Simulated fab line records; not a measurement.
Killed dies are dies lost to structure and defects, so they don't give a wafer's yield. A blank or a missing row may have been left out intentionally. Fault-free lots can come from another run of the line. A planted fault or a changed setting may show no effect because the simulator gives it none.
Which tool is to blame?    flow n5-finfet    10 lots, 30 wafers sampled, at 4 steps of a route of 1938

## WHAT EACH GAUGE READ, for each wafer
N5_BEOL_M5_CD_MEAS_18: pitch 56 nm, target cd 28 nm. Usual: cd-nm at 27.9 nm, with a standard deviation of 0.32.
lot   measured      on         cd-nm (nm)      flag
L299  day 8 04:02   cd-sem-03  27.6 27.8 28.0  
L300  day 8 07:43   cd-sem-03  27.7 28.2 27.8  
L306  day 10 08:01  cd-sem-01  27.7 27.7 27.9  
L308  day 11 06:16  cd-sem-02  27.9 27.7 28.0  
L314  day 13 01:08  cd-sem-03  27.4 28.1 28.1  
L313  day 13 03:59  cd-sem-03  28.1 28.0 28.2  
L318  day 14 01:44  cd-sem-03  27.9 27.6 28.2  
L321  day 14 05:41  cd-sem-01  27.5 27.6 27.2  
L320  day 14 08:51  cd-sem-02  27.2 28.0 26.9  
L322  day 14 19:29  cd-sem-02  28.2 27.7 28.1  

## WHICH TOOL RAN EACH LOT (tool, then ch and the chambers of the sampled wafers, then the start)
lot   N5_BEOL_M5_PECVD_70              N5_BEOL_M5_ETCH_72                  N5_BEOL_M5_ETCH_62
L299  pecvd-04 ch 0,1,2, day 8 02:00   rie-diel-01 ch 0,1,3, day 8 03:38   rie-diel-01 ch 0,1,3, day 8 03:41
L300  pecvd-01 ch 1,2, day 8 04:20     rie-diel-01 ch 0,2,3, day 8 07:16   rie-diel-01 ch 0,2,3, day 8 07:19
L306  pecvd-01 ch 0,1, day 10 05:25    rie-diel-01 ch 0,2,3, day 10 07:32  rie-diel-01 ch 0,2,3, day 10 07:34
L308  pecvd-03 ch 1,2, day 11 04:04    rie-diel-01 ch 0,2, day 11 05:50    rie-diel-01 ch 0,2, day 11 05:52
L314  pecvd-01 ch 0,1,2, day 12 23:59  rie-diel-03 ch 1,2,3, day 13 00:42  rie-diel-03 ch 1,2,3, day 13 00:44
L313  pecvd-03 ch 0,1,2, day 13 02:15  rie-diel-04 ch 1,2,3, day 13 03:36  rie-diel-04 ch 1,2,3, day 13 03:38
L318  pecvd-03 ch 1,2, day 13 21:47    rie-diel-03 ch 0,1, day 14 01:20    rie-diel-03 ch 0,1, day 14 01:23
L321  pecvd-04 ch 0,1,2, day 14 03:11  rie-diel-03 ch 0,1,3, day 14 05:16  rie-diel-03 ch 0,1,3, day 14 05:19
L320  pecvd-04 ch 0,1,2, day 14 07:26  rie-diel-03 ch 0,2,3, day 14 08:27  rie-diel-03 ch 0,2,3, day 14 08:30
L322  pecvd-04 ch 0,1, day 14 16:26    rie-diel-03 ch 0,1,2, day 14 19:05  rie-diel-03 ch 0,1,2, day 14 19:08
- N5_BEOL_M5_PECVD_70: deposits SiO2 from TEOS/O2, target thk 16 nm, time 18 s.
- N5_BEOL_M5_ETCH_72: etches underlayer in N2/H2, target depth 6.5 nm, time 5.2 s.
- N5_BEOL_M5_ETCH_62: etches SOC in N2/H2, target depth 75 nm, overetch 15 nm, time 112.5 s.

## WHAT THE TOOLS THEMSELVES READ (means of the sampled wafers that have a number; where no wafer has one, the mark that the record gives instead)
N5_BEOL_M5_PECVD_70. Usual: chamber-pressure-Torr 5.499 Torr, standard deviation 0.012; heater-power-w 702 W, standard deviation 98; showerhead-plenum-p-Torr 8.81 Torr, standard deviation 0.076; throttle-valve-pct 22.1 %, standard deviation 0.91.
lot   tool      chamber-pressure-Torr (Torr)  heater-power-w (W)  showerhead-plenum-p-Torr (Torr)  throttle-valve-pct (%)  flag
L299  pecvd-04  5.503                         637                 8.81                             21.7                    
L300  pecvd-01  5.489                         725                 8.80                             23.2                    
L306  pecvd-01  5.501                         609                 8.77                             22.0                    
L308  pecvd-03  5.492                         715                 8.78                             23.0                    
L314  pecvd-01  5.494                         724                 8.80                             21.4                    
L313  pecvd-03  5.499                         731                 8.80                             22.5                    
L318  pecvd-03  5.491                         699                 8.73                             22.2                    
L321  pecvd-04  5.495                         598                 8.82                             21.8                    
L320  pecvd-04  5.510                         623                 8.82                             21.8                    
L322  pecvd-04  5.505                         560                 8.84                             21.5                    

N5_BEOL_M5_ETCH_72. Usual: drypump-motor-current-A 5.9 A, standard deviation 0.69; etch-rf-on-time-s 5.30 s, standard deviation 0.13; oes-product-au 0.64 a.u., standard deviation 0.046; rf-vpp-V 523.2 V, standard deviation 2.4; showerhead-plenum-p-Torr 2.52 Torr, standard deviation 0.074; throttle-valve-pct 17.76 %, standard deviation 0.23.
lot   tool         drypump-motor-current-A (A)  etch-rf-on-time-s (s)  oes-product-au (a.u.)  rf-vpp-V (V)  showerhead-plenum-p-Torr (Torr)  throttle-valve-pct (%)  flag
L299  rie-diel-01  5.7                          5.28                   0.67                   521.8         2.49                             17.82                   
L300  rie-diel-01  5.7                          5.25                   0.68                   522.9         2.53                             17.70                   
L306  rie-diel-01  5.8                          3.28                   0.88                   523.9         2.52                             17.80                   OFF
L308  rie-diel-01  5.3                          3.30                   0.82                   522.2         2.54                             17.73                   OFF
L314  rie-diel-03  6.1                          5.24                   0.64                   521.8         2.50                             17.78                   
L313  rie-diel-04  6.0                          5.24                   0.66                   523.6         2.53                             17.70                   
L318  rie-diel-03  5.6                          5.41                   0.67                   524.9         2.56                             17.47                   
L321  rie-diel-03  6.1                          5.31                   0.64                   522.9         2.54                             17.71                   
L320  rie-diel-03  6.5                          5.33                   0.62                   522.0         2.49                             17.93                   
L322  rie-diel-03  6.1                          5.35                   0.64                   522.9         2.50                             17.69                   

N5_BEOL_M5_ETCH_62. Usual: drypump-motor-current-A 5.9 A, standard deviation 0.7; oes-product-au 0.61 a.u., standard deviation 0.043; rf-vpp-V 523.3 V, standard deviation 2; showerhead-plenum-p-Torr 2.52 Torr, standard deviation 0.074; throttle-valve-pct 17.72 %, standard deviation 0.23.
lot   tool         drypump-motor-current-A (A)  oes-product-au (a.u.)  rf-vpp-V (V)  showerhead-plenum-p-Torr (Torr)  throttle-valve-pct (%)  flag
L299  rie-diel-01  5.6                          0.62                   522.4         2.49                             17.77                   
L300  rie-diel-01  5.7                          0.64                   523.7         2.53                             17.67                   
L306  rie-diel-01  5.7                          0.62                   523.2         2.52                             17.71                   
L308  rie-diel-01  5.3                          0.58                   523.0         2.54                             17.66                   
L314  rie-diel-03  6.1                          0.60                   522.3         2.50                             17.75                   
L313  rie-diel-04  6.0                          0.62                   523.8         2.53                             17.66                   
L318  rie-diel-03  5.7                          0.63                   524.5         2.56                             17.43                   
L321  rie-diel-03  6.0                          0.60                   523.4         2.54                             17.68                   
L320  rie-diel-03  6.5                          0.58                   522.9         2.49                             17.91                   
L322  rie-diel-03  6.1                          0.61                   523.6         2.50                             17.66                   

## THE ANSWER, worked out from the rows above alone
Rule: lot off if the mean of its wafers having a number is beyond 3 standard deviations from the usual mean. Also off: a lot with no number at a reading for which 4 or more lots have one. Any other lot the step has rows for is counted as sound. Order of review: gauges by route order, followed by the tools' own readings, for which a lot's mean as printed above is used. The first step at which some lot is off is used, and at that step the reading that is off furthest; a lot without a number counts as furthest.
Off: L306, L308, at N5_BEOL_M5_ETCH_72 (etch-rf-on-time-s).
If a tool, at that step or one of the process steps before it, ran each lot that is off and ran no sound lot following the first of them, it fits. One fits: rie-diel-01 at N5_BEOL_M5_ETCH_72. Its last sound lot is L300 (day 8 07:16), its first lot that is off L306 (day 10 07:32): a fault that began between those two fits.
The tool's own readings at N5_BEOL_M5_ETCH_72 bear it out: on the lots that are off they differ by more than 5 times the standard deviation of the sound lots' means. etch-rf-on-time-s reads 3.29 s there against 5.30 s on the sound lots; oes-product-au reads 0.85 a.u. there against 0.65 a.u. on the sound lots.

## WHAT THE SIMULATOR HAD INSERTED
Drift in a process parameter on rie-diel-01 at N5_BEOL_M5_ETCH_72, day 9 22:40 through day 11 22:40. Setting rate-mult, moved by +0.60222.
Lots struck among those shown: L306, L308. Same finding as the rule above.
